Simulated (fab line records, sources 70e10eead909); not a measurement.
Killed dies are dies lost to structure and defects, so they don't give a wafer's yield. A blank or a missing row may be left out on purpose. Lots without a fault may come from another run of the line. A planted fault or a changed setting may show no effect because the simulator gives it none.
A struck lot beside a sound one | flow nand_harc | 15 steps out of a route of 1159
Sound: wafers L349.2, L349.3, L349.4. Struck: wafers L357.3, L357.4, L357.6. The cause comes at the end.
At each step with rows: each side's tool, then ch and its chambers, then its first start. Under that, the readings that differ: sound wafers | struck wafers | difference of the means | sigmas: that difference in standard deviations of wafers without a fault.
alike: readings whose means differ by less than 2 such deviations, and words and numbers that are the same on both sides. not compared: withheld readings, readings that some wafer has no value for, bounds like >300 that may hide the same value, and numbers for which the record gives no deviation and whose values overlap.
The two part at a step that has a row with sigmas, a row that says differs or no value, or rows on one side only. Numbers that don't overlap but have no deviation are shown without sigmas and don't part them. A reading that every wafer of one side lacks parts them only if that side has two wafers or more.

first, 4 steps without rows for these wafers: NHARC_A_CONTACT_EBR_65; NHARC_A_CONTACT_EXPOSE_66 (exposes mask A CC 2); NHARC_A_CONTACT_PEB_67 (peb time 65 s); NHARC_A_CONTACT_DEVELOP_68 (develop time 35 s).
NHARC_A_CONTACT_CD_MEAS_69: target cd 200 nm.
  sound on cd_sem-01 ch 0, day 17 09:33; struck on cd_sem-02 ch 0, day 19 09:26
  alike: cd_nm
NHARC_A_CONTACT_OVL_MEAS_70:
  sound on overlay-01, day 17 09:38; struck on overlay-01, day 19 09:32
  reading           | sound       | struck         | difference | sigmas
  overlay_x_nm (nm) | 1.0 0.6 1.5 | -1.4 -1.4 -1.6 | -2.5       | -3
  alike: overlay_y_nm
NHARC_A_CONTACT_INSPECT_71:
  sound on defect_inspect-01, day 17 09:40; struck on defect_inspect-02, day 19 09:34
  alike: raw_defect_count
then, 1 step without rows for these wafers: NHARC_A_CONTACT_DESCUM_74 (chemistry O2, time 3 s).
NHARC_A_CONTACT_ETCH_75: etches the open film in CF4, target depth 39 nm, time 65 s.
  sound on rie_diel-01 ch 0,2,3, day 17 09:50; struck on rie_diel-13 ch 1,2, day 19 09:51
  alike: bias_w, cf4_flow_sccm, drypump_motor_current_A, oes_product_au, rf_vpp_V, showerhead_plenum_p_Torr, throttle_valve_pct
  not compared: rf_hours_counter_h
NHARC_A_CONTACT_ETCH_76: etches the open film in N2/H2, target depth 260 nm, time 475.3 s.
  sound on rie_diel-01 ch 2,3; struck on rie_diel-13 ch 0,1,2
  alike: bias_w, chamber_pressure_mTorr, drypump_motor_current_A, h2_flow_sccm, oes_product_au, rf_vpp_V, showerhead_plenum_p_Torr, throttle_valve_pct
  not compared: rf_hours_counter_h
NHARC_A_CONTACT_ETCH_77: etches the open film in CF4/CHF3, target depth 72.6 nm, time 36.3 s.
  sound on rie_diel-01 ch 0,3; struck on rie_diel-13 ch 1,3
  alike: bias_w, cf4_flow_sccm, drypump_motor_current_A, oes_product_au, rf_vpp_V, showerhead_plenum_p_Torr, throttle_valve_pct
  not compared: rf_hours_counter_h
NHARC_A_CONTACT_ETCH_78: etches the open film in O2/COS, target depth 2800 nm, time 728 s.
  sound on rie_diel-01 ch 0,3; struck on rie_diel-13 ch 0,1
  alike: bias_w, chamber_pressure_mTorr, drypump_motor_current_A, oes_product_au, rf_vpp_V, showerhead_plenum_p_Torr, throttle_valve_pct
  not compared: rf_hours_counter_h
NHARC_A_CONTACT_ETCH_124: etches the open film in C4F8/O2/Ar, time 140 s, target depth 700 nm.
  sound on har_cap_etch-03 ch 0,1, day 17 11:08; struck on har_cap_etch-01 ch 0,1, day 19 11:00
  no value came back on the struck wafers for chamber_pressure_mTorr (mTorr), oes_air_line_au (a.u.); on the sound wafers chamber_pressure_mTorr (mTorr) reads 19.966 19.992 20.000
  not compared: rf_hours_counter_h
NHARC_A_CONTACT_ETCH_125: etches the open film in C4F8/O2/Ar, time 155 s, target depth 956 nm.
  sound on har_cap_etch-03 ch 0,1, day 17 11:21; struck on har_cap_etch-01 ch 0,1, day 19 11:11
  alike: chamber_pressure_mTorr, oes_air_line_au
  not compared: rf_hours_counter_h
-- the record jumps here: 3 days lie between the struck wafers' starts before and after (it left off in module A_CONTACT and takes up again in module END, whose first step shown is number 1159 of the route) --
NHARC_END_SORT_01:
  sound on prober-01 ch 0, day 20 19:24; struck on prober-01 ch 0, day 22 03:31
  reading         | sound    | struck      | difference | sigmas
  killed_at_array | 20 25 35 | 675 672 673 | +647       | +65
  killed_dies     | 22 27 37 | 677 677 677 | +648       | +59
  alike: killed_at_other, killed_at_periphery, killed_open, killed_short

WHERE THEY PART
First at NHARC_A_CONTACT_OVL_MEAS_70; last, within this record, at NHARC_END_SORT_01.

WHY: what the simulator had put in
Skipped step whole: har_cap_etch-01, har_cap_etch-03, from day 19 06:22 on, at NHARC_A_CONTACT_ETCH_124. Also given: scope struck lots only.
